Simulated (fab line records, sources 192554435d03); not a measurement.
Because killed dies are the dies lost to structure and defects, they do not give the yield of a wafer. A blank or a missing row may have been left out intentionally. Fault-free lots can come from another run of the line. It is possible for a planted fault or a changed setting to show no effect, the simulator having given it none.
Matching of chambers | flow n5Finfet | N5_FIN_SAQP_PECVD_47 on pecvd-03: 3 sister chambers
The step deposits a-Si from SiH4/He, target thk 45 nm, time 36.3 s. 18 wafers are shown with their chamber, then 9 later ones without.

EACH WAFER AND ITS CHAMBER
wafer  | chamber | showerheadPlenumPTorr (Torr) | throttleValvePct (%) | showerheadVppV (V)
L077.1 | 1       | 5.67                         | 18.2                 | 624
L077.2 | 2       | 5.61                         | 17.5                 | 601
L077.5 | 2       | 5.59                         | 17.5                 | 590
L079.2 | 2       | 5.59                         | 17.4                 | 604
L079.4 | 2       | 5.60                         | 17.3                 | 576
L079.5 | 1       | 5.65                         | 17.9                 | 609
L080.1 | 1       | 5.65                         | 18.1                 | 614
L080.4 | 0       | 5.69                         | 17.1                 | 611
L080.6 | 1       | 5.66                         | 18.0                 | 630
L081.3 | 1       | 5.65                         | 18.1                 | 634
L081.4 | 2       | 5.59                         | 17.4                 | 594
L081.5 | 1       | 5.66                         | 18.3                 | 623
L084.4 | 2       | 5.61                         | 17.6                 | 587
L084.5 | 0       | 5.71                         | 17.2                 | 621
L084.6 | 1       | 5.65                         | 17.9                 | 623
L086.1 | 0       | 5.71                         | 17.1                 | 624
L086.2 | 1       | 5.67                         | 18.0                 | 631
L086.6 | 1       | 5.66                         | 18.0                 | 624

SIGNATURES (means of the wafers above)
reading               | chamber 0 | chamber 1 | chamber 2 | scatter within a chamber
showerheadPlenumPTorr | 5.7033    | 5.6578    | 5.5983    | 0.00933
throttleValvePct      | 17.133    | 18.056    | 17.450    | 0.117
showerheadVppV        | 618.67    | 623.56    | 592.00    | 8.63
Rule: a wafer lies at a distance from a chamber equal to the root of the sum of squares, over the readings, of (its reading less the chamber's mean, divided by the reading's scatter). The wafer belongs to the nearest chamber; if the next one is less than 2 further off, it can't be placed. The scatter is the square root of a quotient: the sum, over the shown wafers, of each reading's squared deviation from its chamber's mean, divided by wafers minus chambers.

WAFERS WITHOUT THEIR CHAMBER
wafer  | showerheadPlenumPTorr (Torr) | throttleValvePct (%) | showerheadVppV (V)
L087.1 | 5.59                         | 17.1                 | 600
L087.2 | 5.67                         | 17.8                 | 645
L087.3 | 5.65                         | 17.9                 | 637
L092.1 | 5.66                         | 18.0                 | 626
L092.2 | 5.59                         | 17.6                 | 596
L092.3 | 5.70                         | 17.3                 | 608
L093.3 | 5.58                         | 17.5                 | 593
L093.4 | 5.70                         | 17.4                 | 610
L093.6 | 5.59                         | 17.4                 | 589

THE CHAMBER EACH PASSED THROUGH
wafer  | from the rows above | in truth
L087.1 | 2                   | 2
L087.2 | 1                   | 1
L087.3 | 1                   | 1
L092.1 | 1                   | 1
L092.2 | 2                   | 2
L092.3 | 0                   | 0
L093.3 | 2                   | 2
L093.4 | 0                   | 0
L093.6 | 2                   | 2
Correctly placed: 9 of 9. Can't be placed from these rows: 0. Placed wrongly: 0.
